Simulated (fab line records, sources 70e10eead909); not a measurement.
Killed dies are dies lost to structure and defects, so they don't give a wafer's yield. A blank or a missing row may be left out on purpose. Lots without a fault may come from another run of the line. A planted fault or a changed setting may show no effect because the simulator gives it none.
Chamber matching | flow nand_harc | NHARC_A_CONTACT_DESCUM_13 on rie_diel-11: 4 sister chambers
The step chemistry O2, time 3 s. 4 wafers are shown with their chamber, then 7 later ones without.

WAFERS WITH THEIR CHAMBER
wafer  | chamber | showerhead_plenum_p_Torr (Torr)
L893.1 | 3       | 1.77
L893.2 | 1       | 1.77
L898.1 | 2       | 1.78
L898.2 | 0       | 1.97

WAFERS WITHOUT THEIR CHAMBER
wafer  | showerhead_plenum_p_Torr (Torr)
L898.4 | 1.77
L906.1 | 1.76
L906.2 | 1.97
L906.4 | 1.76
L907.2 | 1.97
L907.3 | 1.76
L907.4 | 1.78

WHICH CHAMBER EACH WENT THROUGH
wafer  | from the rows above          | in truth
L898.4 | can't be placed: 1 or 3 or 2 | 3
L906.1 | can't be placed: 1 or 3 or 2 | 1
L906.2 | 0                            | 0
L906.4 | can't be placed: 1 or 3 or 2 | 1
L907.2 | 0                            | 0
L907.3 | can't be placed: 1 or 3 or 2 | 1
L907.4 | can't be placed: 2 or 1 or 3 | 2
Placed correctly: 2 of 7. Can't be placed from these rows: 5 (the true chamber is among the candidates in 5). Placed wrongly: 0.
How it was worked out, from the rows above alone: a wafer's distance from a chamber is the root of the sum, over the readings, of the square of ((its reading less the chamber's mean) divided by the reading's scatter). The wafer belongs to the nearest chamber; if the next one is less than 2 further off, it can't be placed. A chamber's mean is the mean of its shown wafers. The scatter: with one shown wafer a chamber, the root of the mean of the squares of how far each hidden wafer lies from its nearest shown one.
